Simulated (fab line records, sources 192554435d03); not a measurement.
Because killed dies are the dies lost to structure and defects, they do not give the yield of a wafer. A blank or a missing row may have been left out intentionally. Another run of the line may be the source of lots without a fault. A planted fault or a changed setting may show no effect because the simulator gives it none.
fab line records	flow n5Finfet
[record] lots = 7	wafers = 21
route steps=1938 shown BEOL_M4@1023 BEOL_M5@1161 BEOL_M6@1239 BEOL_M7@1305 BEOL_M8@1343 BEOL_M9@1401 BEOL_M11@1578
startH: the number of hours between the record's first day and the start of the first shown wafer of the lot	waitH: how many hours have passed since the lot's step before this one	" as in the row above	L1.1+2: a single row standing in for several wafers	- no value, or no start was given	* or withheld: withheld	< > ~ a bound
route shown NAME@n: a module of which the file shows steps, and the number in the route of the first	usual: mean and standard deviation over wafers with no fault	same: alike in all rows	chamber/n: place in a boat	sites: per-site readings	_std_site: their standard deviation	_edge_site: inner sites' mean taken away from outer sites' mean	radiusMm: how far each site lies from the wafer's centre	mask NAME#n: copy n	behind: tool/chamber where the wafer was last shaped	hold: why the lot was held/for how many hours/how that ended	device: which transistor (n, p or np) failed to switch	end of line: the tests these same wafers got at the end of their route	a step with no rows: only its recipe	killed: dies lost to structure and defects at the first sort, not the wafer's yield	map: per-die view of a wafer (x killed, . not killed, _ where there is no die)
set.NAME: the setting the step ran with; set.NAME@STEP: the setting that earlier step ran with	model.NAME: the simulator's own value behind a step, which no gauge read
lots where settings were altered on purpose, with a table for each step and a row for each wafer
[[steps]]
[step N5_BEOL_M4_PECVD_72]
[recipe] material = SiO2	targetThkA = 160	tempC = 400	precursor = TEOS/O2	pressureTorr = 5.5	rfW = 450	teosFlowSccm = 53.8	gas = O2	flowSccm = 3000	timeS = 18
lot.wafer	tool	chamber	startH	waitH	set.timeS	model.SiO2_of_BEOL_M4_PECVD_72.thkNm
L082.4	pecvd-03	2	211.68	0.1	19.13	16.4
L082.5+6	"	1,0	"	"	19.13	17.2
L088.2+3+5	pecvd-01	2,1,2	245.71	0.0	18	16.2
L092.3	pecvd-02	0	257.11	0.0	18	16
L092.4+6	"	1,0	"	"	19.45	17.6
L090.2	pecvd-03	1	263.39	0.0	18	16.4
L090.4	"	1	"	"	18	16.6
L090.6	"	2	"	"	19.58	17.2
L091.1	pecvd-03	0	265.59	0.0	18	15.8
L091.4	"	1	"	"	18	16.6
L091.6	"	0	"	"	17.23	15.6
L096.1	pecvd-02	1	290.99	0.0	19.99	17.6
L096.3+5	"	2	"	"	18	16.2
L095.1	pecvd-01	2	302.54	0.0	18	15.8
L095.2	"	0	"	"	18	16
L095.5	"	0	"	"	18	16.2
[step N5_BEOL_M4_HM_DEP_02]
[recipe] material = TiN	targetThkA = 200	tempC = 25	chamberPressurePa = 0.49996
[step N5_BEOL_M4_COAT_61]
[recipe] resist = SOC	tempC = 250	timeS = 60	spinRpm = 1500	resistThkNm = 60
[step N5_BEOL_M4_STRIP_97]
[recipe] chemistry = N2/H2	timeS = 10	powerW = 450	tempC = 40	pressureMtorr = 20	rfFrequencyHz = 6e+07	biasPowerW = 7	n2FlowSccm = 200	h2FlowSccm = 200
[step N5_BEOL_M4_HM_STRIP_39]
[recipe] chemistry = peroxideTinStrip	material = TiN	targetDepthA = 250	tempC = 50	timeS = 158
lot.wafer	tool	chamber	startH	waitH	set.timeS@BEOL_M4_PECVD_72	model.SiO2_of_BEOL_M4_PECVD_72.thkNm
L082.4	wetBench-03	4	214.52	0.0	19.13	16.2
L082.5+6	"	6,7	"	"	19.13	17
L088.2+3	wetBench-03	3,4	249.37	0.0	18	16
L088.5	"	7	"	"	18	16.2
L092.3	wetBench-03	4	262.78	0.0	18	15.8
L092.4+6	"	6,5	"	"	19.45	17.4
L090.2	wetBench-03	2	268.72	0.0	18	16.2
L090.4	"	5	"	"	18	16.4
L090.6	"	7	"	"	19.58	17.2
L091.1	wetBench-03	5	271.35	0.0	18	15.8
L091.4	"	6	"	"	18	16.4
L091.6	"	0	"	"	17.23	15.4
L096.1	wetBench-03	6	296.34	0.0	19.99	17.4
L096.3+5	"	7,2	"	"	18	16
L095.1	wetBench-03	7	310.21	0.0	18	15.6
L095.2	"	6	"	"	18	15.8
L095.5	"	4	"	"	18	16.2
[step N5_BEOL_M5_ETCH_41]
[recipe] chemistry = CH3F/O2	target = SiCN	targetDepthA = 315	taperDeg = 2	timeS = 56.7	ionEnergyEv = 120	maskMaterial = TiN	pressureMtorr = 30	sourceW = 395	biasW = 75	Ar_flow_sccm = 150	CH3F_flow_sccm = 30	O2_flow_sccm = 20
[usual] rfVppV = 297.8/1.5
lot.wafer	tool	chamber	startH	waitH	set.sourceW	rfVppV
L082.4	rieDiel-02	1	-	-	366	304.8
L082.5	"	3	"	"	395	300.9
L082.6	"	0	"	"	395	297.0
L088.2	rieDiel-04	2	-	-	395	298.0
L088.3	"	0	"	"	395	300.2
L088.5	"	2	"	"	395	299.3
L092.3	rieDiel-04	3	-	-	395	296.9
L092.4	"	3	"	"	395	296.8
L092.6	"	2	"	"	395	297.3
L090.2	rieDiel-02	3	-	-	335.8	315.4
L090.4	"	0	"	"	395	296.6
L090.6	"	2	"	"	395	295.7
L091.1	rieDiel-05	3	-	-	395	298.5
L091.4	"	2	"	"	445.2	284.5
L091.6	"	3	"	"	395	297.0
L095.1	rieDiel-04	1	-	-	435.9	289.1
L095.2	"	0	"	"	395	299.6
L095.5	"	1	"	"	395	299.6
L096.1	rieDiel-05	2	-	-	458.5	281.3
L096.3	"	1	"	"	395	296.9
L096.5	"	3	"	"	458.5	283.8
[step N5_BEOL_M6_TRENCH_ETCH_37]
[recipe] chemistry = C4F6/O2	targetDepthA = 944.35	target = SiCOH_lowk	timeS = 31.5	ionEnergyEv = 250	pressureMtorr = 30	sourceW = 345	biasW = 185	Ar_flow_sccm = 300	C4F6_flow_sccm = 10	O2_flow_sccm = 10
[usual] rfVppV = 662/16
lot.wafer	tool	chamber	startH	waitH	set.biasW	rfVppV
L082.4	rieDiel-03	0	-	-	185	624
L082.5	"	1	"	"	204.7	714
L082.6	"	2	"	"	204.7	731
L088.2	rieDiel-06	3	-	-	185	667
L088.3	"	1	"	"	185	678
L088.5	"	1	"	"	185	678
L092.3	rieDiel-01	0	-	-	185	673
L092.4	"	1	"	"	185	669
L092.6	"	2	"	"	185	663
L090.2	rieDiel-01	0	-	-	160.4	600
L090.4	"	2	"	"	160.4	591
L090.6	"	2	"	"	185	663
L091.1	rieDiel-06	3	-	-	185	669
L091.4	"	0	"	"	216.5	718
L091.6	"	0	"	"	185	633
L095.1	rieDiel-01	2	-	-	206.1	723
L095.2	"	1	"	"	185	669
L095.5	"	1	"	"	206.1	727
L096.1	rieDiel-06	0	-	-	185	633
L096.3	"	2	"	"	185	645
L096.5	"	0	"	"	185	633
[step N5_BEOL_M7_VIA_ETCH_34]
[recipe] chemistry = C4F6/O2	target = SiCOH_lowk	targetDepthA = 1255	maskMaterial = SOC	taperDeg = 4	timeS = 50.5	ionEnergyEv = 250	pressureMtorr = 30	sourceW = 345	biasW = 185	Ar_flow_sccm = 300	C4F6_flow_sccm = 10	O2_flow_sccm = 10
lot.wafer	tool	chamber	startH	waitH	set.timeS	model.etch.depthNm
L082.4	rieDiel-04	1	243.95	0.0	50.5	126.5
L082.5	"	2	"	"	60.59	151.8
L082.6	"	3	"	"	50.5	125.1
L088.2	rieDiel-04	1	279.87	0.0	50.5	125.5
L088.3	"	2	"	"	50.5	125.9
L088.5	"	1	"	"	50.5	124.1
L092.3	rieDiel-05	2	295.09	0.0	58.85	148.2
L092.4	"	3	"	"	50.5	125.8
L092.6	"	1	"	"	58.85	139.2
L091.1+6	rieDiel-05	1	302.04	0.0	50.5	120
L091.4	"	2	"	"	50.5	126.9
L090.2	rieDiel-02	0	302.21	0.0	50.5	122.2
L090.4	"	2	"	"	41.62	105.7
L090.6	"	3	"	"	50.5	125.7
L095.1	rieDiel-02	1	338.22	0.0	50.5	119.6
L095.2	"	3	"	"	60.12	149.2
L095.5	"	2	"	"	60.12	152
L096.1	rieDiel-04	2	366.04	0.0	50.5	125.5
L096.3	"	3	"	"	50.5	125
L096.5	"	1	"	"	50.5	124.4
[step N5_BEOL_M8_PEB_09]
[recipe] pebTempC = withheld	pebTimeS = 60	resist = CAR-ArF
lot.wafer	tool	chamber	startH	waitH	set.pebTimeS
L082.4+6	lithoTrack-05	0	249.86	0.0	51.14
L082.5	"	0	"	"	60
L088.2+3+5	lithoTrack-05	0	284.66	0.0	60
L092.3+4	lithoTrack-05	0	302.18	0.0	64.43
L092.6	"	0	"	"	60
L091.1+4	lithoTrack-03	0	309.71	0.1	60
L091.6	"	0	"	"	53.61
L090.2+4+6	lithoTrack-01	0	309.88	0.0	60
L095.1+5	lithoTrack-05	0	343.90	0.1	54.61
L095.2	"	0	"	"	60
L096.1+3+5	lithoTrack-05	0	372.93	0.1	60
[step N5_BEOL_M8_DEVELOP_10]
[recipe] developTimeS = 30	developer = TMAH	resist = CAR-ArF	rinseLiquid = diw	dry = airSpin	devTempC = 23
lot.wafer	tool	chamber	startH	waitH	set.developTimeS
L082.4	lithoTrack-05	0	-	-	30
L082.5+6	"	0	"	"	34.12
L088.2+3+5	lithoTrack-05	0	-	-	30
L092.3+4+6	lithoTrack-05	0	-	-	30
L091.1+4	lithoTrack-03	0	-	-	32.33
L091.6	"	0	"	"	30
L090.2+4+6	lithoTrack-01	0	-	-	30
L095.1+2+5	lithoTrack-05	0	-	-	30
L096.1	lithoTrack-05	0	-	-	30
L096.3+5	"	0	"	"	27.57
[step N5_BEOL_M8_CD_MEAS_11]
[recipe] targetCdNm = 38.5	landingEnergyEv = 500	detector = seInlens	polarity = opening
[usual] cdNm = 38.5/0.53
lot.wafer	tool	chamber	startH	waitH	set.pebTimeS@BEOL_M8_PEB_09	cdNm
L082.4	cdSem-01	0	249.93	-	51.14	34.1
L082.5	"	0	"	"	60	38.2
L082.6	"	0	"	"	51.14	34.4
L088.2	cdSem-01	0	284.73	-	60	37.8
L088.3	"	0	"	"	60	37.6
L088.5	"	0	"	"	60	38.0
L092.3	cdSem-03	0	302.25	-	64.43	41.7
L092.4	"	0	"	"	64.43	40.9
L092.6	"	0	"	"	60	38.0
L091.1	cdSem-02	0	309.78	-	60	38.9
L091.4	"	0	"	"	60	38.1
L091.6	"	0	"	"	53.61	34.5
L090.2	cdSem-02	0	309.94	-	60	38.7
L090.4	"	0	"	"	60	38.5
L090.6	"	0	"	"	60	39.1
L095.1	cdSem-01	0	343.96	-	54.61	36.7
L095.2	"	0	"	"	60	38.3
L095.5	"	0	"	"	54.61	35.6
L096.1	cdSem-02	0	373.00	-	60	38.5
L096.3	"	0	"	"	60	37.4
L096.5	"	0	"	"	60	38.0
[step N5_BEOL_M8_DESCUM_16]
[recipe] chemistry = O2	timeS = 7.9	sourcePowerW = 50	biasPowerW = 20	pressureMtorr = 20	rfFrequencyHz = 2.712e+07	tempC = 40	resist = CAR-ArF	o2FlowSccm = 225
[step N5_BEOL_M8_ETCH_61]
[recipe] chemistry = CF4	target = SiARC	targetDepthA = 455	maskMaterial = CAR-ArF	timeS = 75.8	ionEnergyEv = 80	pressureMtorr = 40	sourceW = 545	biasW = 36	Ar_flow_sccm = 100	cf4FlowSccm = 100	ends = cleared
lot.wafer	tool	chamber	startH	waitH	set.pebTimeS@BEOL_M8_PEB_09	model.BEOL_M8.cdOffsetNm
L082.4	rieDiel-06	0	250.09	0.0	51.14	-3.8
L082.5	"	2	"	"	60	0
L082.6	"	3	"	"	51.14	-3.4
L088.2	rieDiel-01	3	285.89	0.0	60	-0.6
L088.3	"	0	"	"	60	-0.8
L088.5	"	1	"	"	60	-1
L092.3	rieDiel-06	2	302.84	0.0	64.43	3
L092.4	"	1	"	"	64.43	2.6
L092.6	"	2	"	"	60	0.2
L091.1	rieDiel-06	1	309.99	0.0	60	0.4
L091.4	"	2	"	"	60	0
L091.6	"	0	"	"	53.61	-3.6
L090.2	rieDiel-03	3	310.35	0.0	60	0.2
L090.4	"	0	"	"	60	-0.4
L090.6	"	1	"	"	60	0.8
L095.1	rieDiel-03	3	344.20	0.0	54.61	-1.2
L095.2	"	2	"	"	60	-0.2
L095.5	"	1	"	"	54.61	-2.4
L096.1	rieDiel-06	1	373.13	0.0	60	0
L096.3+5	"	0,1	"	"	60	-0.8
[step N5_BEOL_M8_ETCH_62]
[recipe] chemistry = N2/H2	target = SOC	targetDepthA = 1100	overetchA = 220	maskMaterial = SiARC	tempC = 40	timeS = 165	ionEnergyEv = 200	pressureMtorr = 30	sourceW = 840	biasW = 150	n2FlowSccm = 200	h2FlowSccm = 200
lot.wafer	tool	chamber	startH	waitH	set.pebTimeS@BEOL_M8_PEB_09	model.BEOL_M8.cdOffsetNm
L082.4	rieDiel-06	0	250.14	0.0	51.14	-3.8
L082.5	"	2	"	"	60	0.4
L082.6	"	3	"	"	51.14	-3.2
L088.2	rieDiel-01	3	285.94	0.0	60	-0.6
L088.3	"	0	"	"	60	-0.8
L088.5	"	1	"	"	60	-1
L092.3+4	rieDiel-06	2,1	302.90	0.0	64.43	2.8
L092.6	"	2	"	"	60	0.2
L091.1	rieDiel-06	1	310.04	0.0	60	0.4
L091.4	"	2	"	"	60	0
L091.6	"	0	"	"	53.61	-3.4
L090.2	rieDiel-03	3	310.41	0.0	60	0.4
L090.4	"	0	"	"	60	-0.4
L090.6	"	1	"	"	60	0.6
L095.1	rieDiel-03	3	344.25	0.0	54.61	-0.8
L095.2	"	2	"	"	60	-0.6
L095.5	"	1	"	"	54.61	-2.2
L096.1	rieDiel-06	1	373.18	0.0	60	0.4
L096.3	"	0	"	"	60	-0.8
L096.5	"	1	"	"	60	-0.4
[step N5_BEOL_M8_STRIP_68]
[recipe] chemistry = N2/H2	tempC = 40	n2FlowSccm = 200	h2FlowSccm = 200	rfFrequencyHz = 6e+07
[step N5_BEOL_M8_STRIP_67]
[recipe] chemistry = CF4	resist = SiARC	powerW = 300	biasPowerW = 75	pressureMtorr = 50	cf4FlowSccm = 150	rfFrequencyHz = 6e+07
[step N5_BEOL_M8_HM_OPEN_17]
[recipe] chemistry = Cl2/BCl3	targetDepthA = 200	overetchA = 60	target = TiN	maskMaterial = SOC	ionEnergyEv = 150	pressureMtorr = 10	icpW = 1000	biasW = 126	Cl2_flow_sccm = 53.25	bcl3FlowSccm = 21.75	Ar_flow_sccm = 25
[step N5_BEOL_M8_STRIP_19]
[recipe] chemistry = O2	powerW = 400	tempC = 40	pressureMtorr = 30	rfFrequencyHz = 6e+07	biasPowerW = 0	overashFraction = 0.2	o2FlowSccm = 225
[step N5_BEOL_M8_CD_MEAS_18]
[recipe] pitchNm = 80	targetCdNm = 40
[usual] cdNm = 40.2/0.7
lot.wafer	tool	chamber	startH	waitH	set.pebTimeS@BEOL_M8_PEB_09	cdNm
L082.4	cdSem-02	-	250.51	0.1	51.14	35.9
L082.5	"	-	"	"	60	40.3
L082.6	"	-	"	"	51.14	37.1
L088.2	cdSem-03	-	286.31	0.1	60	39.6
L088.3	"	-	"	"	60	39.3
L088.5	"	-	"	"	60	39.0
L092.3	cdSem-03	-	303.28	0.1	64.43	42.5
L092.4	"	-	"	"	64.43	42.8
L092.6	"	-	"	"	60	40.2
L091.1	cdSem-02	-	310.52	0.0	60	40.5
L091.4	"	-	"	"	60	39.8
L091.6	"	-	"	"	53.61	36.4
L090.2	cdSem-01	-	310.82	0.1	60	40.3
L090.4	"	-	"	"	60	39.8
L090.6	"	-	"	"	60	41.0
L095.1	cdSem-02	-	344.65	0.1	54.61	39.4
L095.2	"	-	"	"	60	39.3
L095.5	"	-	"	"	54.61	37.6
L096.1	cdSem-03	-	373.56	0.0	60	40.7
L096.3	"	-	"	"	60	39.0
L096.5	"	-	"	"	60	39.6
[step N5_BEOL_M8_COAT_63]
[recipe] resist = SOC	tempC = 250	timeS = 60	spinRpm = 1500	resistThkNm = 60
[step N5_BEOL_M8_COAT_64]
[recipe] resist = SiARC	tempC = 220	timeS = 60	spinRpm = 1500	resistThkNm = 12
[step N5_BEOL_M8_PRECLEAN_42]
[recipe] chemistry = residueRemover	timeS = 60	tempC = 40
[step N5_BEOL_M8_SRD_43]
[recipe] timeS = 30	tempC = 23	rinseLiquid = diw	dry = ipaMarangoni
[step N5_BEOL_M8_CD_MEAS_35]
[recipe] targetCdNm = 40	polarity = opening
[usual] cdNm = 40.2/0.75
lot.wafer	tool	chamber	startH	waitH	set.pebTimeS@BEOL_M8_PEB_09	cdNm
L082.4	cdSem-02	-	252.93	0.0	51.14	36.0
L082.5	"	-	"	"	60	40.3
L082.6	"	-	"	"	51.14	37.1
L088.2	cdSem-02	-	288.22	0.0	60	39.3
L088.3	"	-	"	"	60	39.4
L088.5	"	-	"	"	60	39.2
L092.3	cdSem-03	-	306.18	0.0	64.43	42.8
L092.4	"	-	"	"	64.43	43.7
L092.6	"	-	"	"	60	40.1
L091.1	cdSem-02	-	314.62	0.0	60	41.0
L091.4	"	-	"	"	60	40.0
L091.6	"	-	"	"	53.61	36.7
L090.2	cdSem-03	-	315.13	0.0	60	40.6
L090.4	"	-	"	"	60	39.6
L090.6	"	-	"	"	60	40.6
L095.1	cdSem-01	-	348.67	0.0	54.61	39.3
L095.2	"	-	"	"	60	39.7
L095.5	"	-	"	"	54.61	37.8
L096.1	cdSem-03	-	375.56	0.0	60	40.3
L096.3	"	-	"	"	60	39.0
L096.5	"	-	"	"	60	39.4
[step N5_BEOL_M9_ILD_DEP_00]
[recipe] material = SiCOH_lowk	targetThkA = 3085.1	tempC = 300	precursor = DEMS/porogen	pressureTorr = 5	rfW = 500	timeS = 58
lot.wafer	tool	chamber	startH	waitH	set.timeS	model.SiCOH_lowk_of_BEOL_M9_ILD_DEP_00.thkNm
L082.4	pecvd-03	0	256.73	0.1	58	306.6
L082.5	"	2	"	"	58	317
L082.6	"	1	"	"	51.02	276.6
L088.2	pecvd-03	2	291.07	0.0	58	302.2
L088.3	"	1	"	"	58	303.6
L088.5	"	2	"	"	58	309.2
L092.3	pecvd-02	0	308.52	0.0	58	303.4
L092.4	"	1	"	"	64.75	343
L092.6	"	0	"	"	58	306.6
L091.1	pecvd-02	0	317.24	0.0	58	302.6
L091.4	"	1	"	"	61.06	324.2
L091.6	"	0	"	"	58	305
L090.2	pecvd-02	1	317.45	0.0	58	301.4
L090.4	"	0	"	"	58	307
L090.6	"	1	"	"	51.35	270.6
L095.1	pecvd-02	0	352.94	0.0	65.75	342
L095.2	"	1	"	"	65.75	342.6
L095.5	"	0	"	"	65.75	347.8
L096.1	pecvd-02	2	377.72	0.0	58	308.6
L096.3	"	0	"	"	58	303.8
L096.5	"	2	"	"	58	310.4
[step N5_BEOL_M9_CURE_71]
[recipe] tempC = 385	timeS = 240	ambient = He/Ar	material = SiCOH_lowk
lot.wafer	tool	chamber	startH	waitH	set.timeS@BEOL_M9_ILD_DEP_00	model.SiCOH_lowk_of_BEOL_M9_ILD_DEP_00.thkNm
L082.4	uvCure-03	2	257.02	0.3	58	266.4
L082.5	"	2	"	"	58	275.4
L082.6	"	2	"	"	51.02	239.8
L088.2	uvCure-01	2	291.23	0.1	58	262.4
L088.3	"	2	"	"	58	263.8
L088.5	"	2	"	"	58	268.6
L092.3	uvCure-02	2	308.76	0.2	58	263.4
L092.4	"	2	"	"	64.75	298.6
L092.6	"	2	"	"	58	266.4
L091.1	uvCure-01	0	317.34	0.1	58	262.8
L091.4	"	0	"	"	61.06	282
L091.6	"	0	"	"	58	264.8
L090.2	uvCure-03	1	317.63	0.2	58	261.8
L090.4	"	1	"	"	58	266.6
L090.6	"	1	"	"	51.35	234.6
L095.1	uvCure-02	1	353.04	0.1	65.75	297.8
L095.2	"	1	"	"	65.75	298.2
L095.5	"	1	"	"	65.75	302.8
L096.1	uvCure-01	0	377.80	0.0	58	268.2
L096.3	"	0	"	"	58	263.8
L096.5	"	0	"	"	58	269.6
[step N5_BEOL_M9_THK_MEAS_01]
[recipe] reads = SiCOH_lowk_of_BEOL_M9_ILD_DEP_00
[usual] M9_ILD_THK = 267/3.9
lot.wafer	tool	chamber	startH	waitH	set.timeS@BEOL_M9_ILD_DEP_00	M9_ILD_THK[nm]
L082.4	filmMetro-01	-	257.29	0.2	58	266
L082.5	"	-	"	"	58	275
L082.6	"	-	"	"	51.02	240
L088.2	filmMetro-02	-	291.66	0.4	58	262
L088.3	"	-	"	"	58	264
L088.5	"	-	"	"	58	269
L092.3	filmMetro-02	-	309.12	0.3	58	263
L092.4	"	-	"	"	64.75	298
L092.6	"	-	"	"	58	267
L091.1	filmMetro-01	-	317.86	0.4	58	263
L091.4	"	-	"	"	61.06	282
L091.6	"	-	"	"	58	265
L090.2	filmMetro-01	-	318.07	0.4	58	262
L090.4	"	-	"	"	58	267
L090.6	"	-	"	"	51.35	234
L095.1	filmMetro-02	-	353.57	0.4	65.75	298
L095.2	"	-	"	"	65.75	298
L095.5	"	-	"	"	65.75	303
L096.1	filmMetro-02	-	378.31	0.4	58	268
L096.3	"	-	"	"	58	264
L096.5	"	-	"	"	58	269
[step N5_BEOL_M11_TRENCH_ETCH_37]
[recipe] chemistry = C4F6/O2	targetDepthA = 1488.3	target = SiCOH_lowk	timeS = 48	ionEnergyEv = 250	pressureMtorr = 30	sourceW = 345	biasW = 185	Ar_flow_sccm = 300	C4F6_flow_sccm = 10	O2_flow_sccm = 10
lot.wafer	tool	chamber	startH	waitH	set.timeS	model.etch.depthNm	model.BEOL_M11.featureDepthNm
L082.4	rieDiel-05	2	-	-	48	148.8	148.8
L082.5	"	1	"	"	48	143	143
L082.6	"	0	"	"	48	145.6	145.6
L088.2	rieDiel-05	0	-	-	48	144.4	144.4
L088.3	"	3	"	"	48	147.3	147.4
L088.5	"	3	"	"	48	147.9	148
L092.3	rieDiel-04	3	-	-	48	148.7	148.8
L092.4	"	0	"	"	48	146.3	146.4
L092.6	"	0	"	"	48	146.8	146.8
L090.2	rieDiel-05	2	-	-	52.79	161.2	161.2
L090.4	"	1	"	"	48	147.1	147
L090.6	"	0	"	"	48	144.7	144.8
L091.1	rieDiel-04	1	-	-	43.94	138.9	138.8
L091.4	"	2	"	"	48	151.6	151.6
L091.6	"	2	"	"	43.94	139.1	139
L095.1	rieDiel-05	1	-	-	48	148.3	148.2
L095.2	"	3	"	"	48	149.7	149.8
L095.5	"	2	"	"	48	146.6	146.6
L096.1	rieDiel-04	0	-	-	53.61	164.6	164.6
L096.3	"	2	"	"	53.61	167.9	167.8
L096.5	"	0	"	"	48	147.7	147.6
[[key]]
[split] step = N5_BEOL_M4_PECVD_72	setting = timeS	stated = 18	by = wafer
[response] step = N5_BEOL_M4_PECVD_72	reading = model.SiO2_of_BEOL_M4_PECVD_72.thkNm	change = +0.131	per = 1%	r = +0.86
[response] step = N5_BEOL_M4_HM_STRIP_39	reading = model.SiO2_of_BEOL_M4_PECVD_72.thkNm	change = +0.139	per = 1%	r = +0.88
[split] step = N5_BEOL_M5_ETCH_41	setting = sourceW	stated = 395	by = wafer
[response] step = N5_BEOL_M5_ETCH_41	reading = rfVppV	change = -1.04	per = 1%	r = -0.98
[split] step = N5_BEOL_M6_TRENCH_ETCH_37	setting = biasW	stated = 185	by = wafer
[response] step = N5_BEOL_M6_TRENCH_ETCH_37	reading = rfVppV	change = +5.25	per = 1%	r = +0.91
[split] step = N5_BEOL_M7_VIA_ETCH_34	setting = timeS	stated = 50.5	by = wafer
[response] step = N5_BEOL_M7_VIA_ETCH_34	reading = model.etch.depthNm	change = +1.29	per = 1%	r = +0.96
[split] step = N5_BEOL_M8_PEB_09	setting = pebTimeS	stated = 60	by = wafer
[response] step = N5_BEOL_M8_CD_MEAS_11	reading = cdNm	change = +0.308	per = 1%	r = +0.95
[response] step = N5_BEOL_M8_ETCH_61	reading = model.BEOL_M8.cdOffsetNm	change = +0.273	per = 1%	r = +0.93
[response] step = N5_BEOL_M8_ETCH_62	reading = model.BEOL_M8.cdOffsetNm	change = +0.264	per = 1%	r = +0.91
[response] step = N5_BEOL_M8_CD_MEAS_18	reading = cdNm	change = +0.262	per = 1%	r = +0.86
[response] step = N5_BEOL_M8_CD_MEAS_35	reading = cdNm	change = +0.275	per = 1%	r = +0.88
[split] step = N5_BEOL_M8_DEVELOP_10	setting = developTimeS	stated = 30	by = wafer
response none clear
[split] step = N5_BEOL_M9_ILD_DEP_00	setting = timeS	stated = 58	by = wafer
[response] step = N5_BEOL_M9_ILD_DEP_00	reading = model.SiCOH_lowk_of_BEOL_M9_ILD_DEP_00.thkNm	change = +3.09	per = 1%	r = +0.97
[response] step = N5_BEOL_M9_CURE_71	reading = model.SiCOH_lowk_of_BEOL_M9_ILD_DEP_00.thkNm	change = +2.73	per = 1%	r = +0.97
[response] step = N5_BEOL_M9_THK_MEAS_01	reading = M9_ILD_THK	change = +2.73	per = 1%	r = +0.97
[split] step = N5_BEOL_M11_TRENCH_ETCH_37	setting = timeS	stated = 48	by = wafer
[response] step = N5_BEOL_M11_TRENCH_ETCH_37	reading = model.etch.depthNm	change = +1.55	per = 1%	r = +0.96
[response] step = N5_BEOL_M11_TRENCH_ETCH_37	reading = model.BEOL_M11.featureDepthNm	change = +1.55	per = 1%	r = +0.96
